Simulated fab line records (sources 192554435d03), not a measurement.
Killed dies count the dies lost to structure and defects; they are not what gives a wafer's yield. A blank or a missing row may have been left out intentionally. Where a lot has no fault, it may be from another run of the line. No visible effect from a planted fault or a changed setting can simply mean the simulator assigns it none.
Matching of chambers | flow n5-finfet | rie-diel-05 running N5_BEOL_M5_ETCH_72: 4 sister chambers
The step etches underlayer in N2/H2, target depth 6.5 nm, time 5.2 s. 16 wafers are shown with their chamber, then 7 later ones without.

WAFERS WITH THEIR CHAMBER
wafer  | chamber | throttle-valve-pct (%) | showerhead-plenum-p-Torr (Torr) | drypump-motor-current-A (A)
L078.1 | 0       | 17.59                  | 2.63                            | 5.4
L078.3 | 2       | 17.95                  | 2.64                            | 6.4
L078.4 | 3       | 18.12                  | 2.52                            | 6.0
L080.2 | 1       | 18.24                  | 2.65                            | 5.1
L080.3 | 0       | 17.59                  | 2.63                            | 5.3
L080.4 | 3       | 18.11                  | 2.51                            | 6.1
L082.1 | 0       | 17.60                  | 2.63                            | 5.3
L082.3 | 3       | 18.12                  | 2.51                            | 6.0
L082.4 | 2       | 17.97                  | 2.64                            | 6.3
L083.2 | 2       | 17.95                  | 2.64                            | 6.3
L083.3 | 0       | 17.60                  | 2.63                            | 5.3
L083.6 | 3       | 18.12                  | 2.51                            | 6.0
L086.3 | 2       | 17.96                  | 2.63                            | 6.4
L086.4 | 3       | 18.11                  | 2.51                            | 6.1
L086.5 | 1       | 18.23                  | 2.65                            | 5.1
L088.1 | 0       | 17.60                  | 2.63                            | 5.3

SIGNATURES (averages over the wafers above)
reading                  | chamber 0 | chamber 1 | chamber 2 | chamber 3 | scatter within a chamber
throttle-valve-pct       | 17.5960   | 18.2350   | 17.9575   | 18.1160   | 0.00686
showerhead-plenum-p-Torr | 2.6300    | 2.6500    | 2.6375    | 2.5120    | 0.00359
drypump-motor-current-A  | 5.320     | 5.100     | 6.350     | 6.040     | 0.05
Rule: a wafer's distance from a chamber is the root of the sum, over the readings, of the square of ((its reading less the chamber's mean) divided by the reading's scatter). If the next closest chamber is less than 2 further off than the closest, the wafer can't be placed; otherwise it belongs to the closest. The scatter is the square root of a quotient: the sum, over the shown wafers, of each reading's squared deviation from its chamber's mean, divided by wafers minus chambers.

WAFERS MISSING THEIR CHAMBER
wafer  | throttle-valve-pct (%) | showerhead-plenum-p-Torr (Torr) | drypump-motor-current-A (A)
L088.2 | 17.97                  | 2.63                            | 6.3
L088.5 | 18.24                  | 2.65                            | 5.1
L095.5 | 18.01                  | 2.63                            | 6.3
L095.6 | 17.64                  | 2.62                            | 5.3
L097.2 | 17.68                  | 2.62                            | 5.3
L097.4 | 17.72                  | 2.50                            | 6.0
L097.5 | 18.29                  | 2.64                            | 5.1

WHICH CHAMBER EACH ONE RAN IN
wafer  | from the rows above | in truth
L088.2 | 2                   | 2
L088.5 | 1                   | 1
L095.5 | 2                   | 2
L095.6 | 0                   | 0
L097.2 | 0                   | 0
L097.4 | 0                   | 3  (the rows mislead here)
L097.5 | 1                   | 1
Placed correctly: 6 of 7. Can't be placed from these rows: 0. Number placed wrongly: 1.
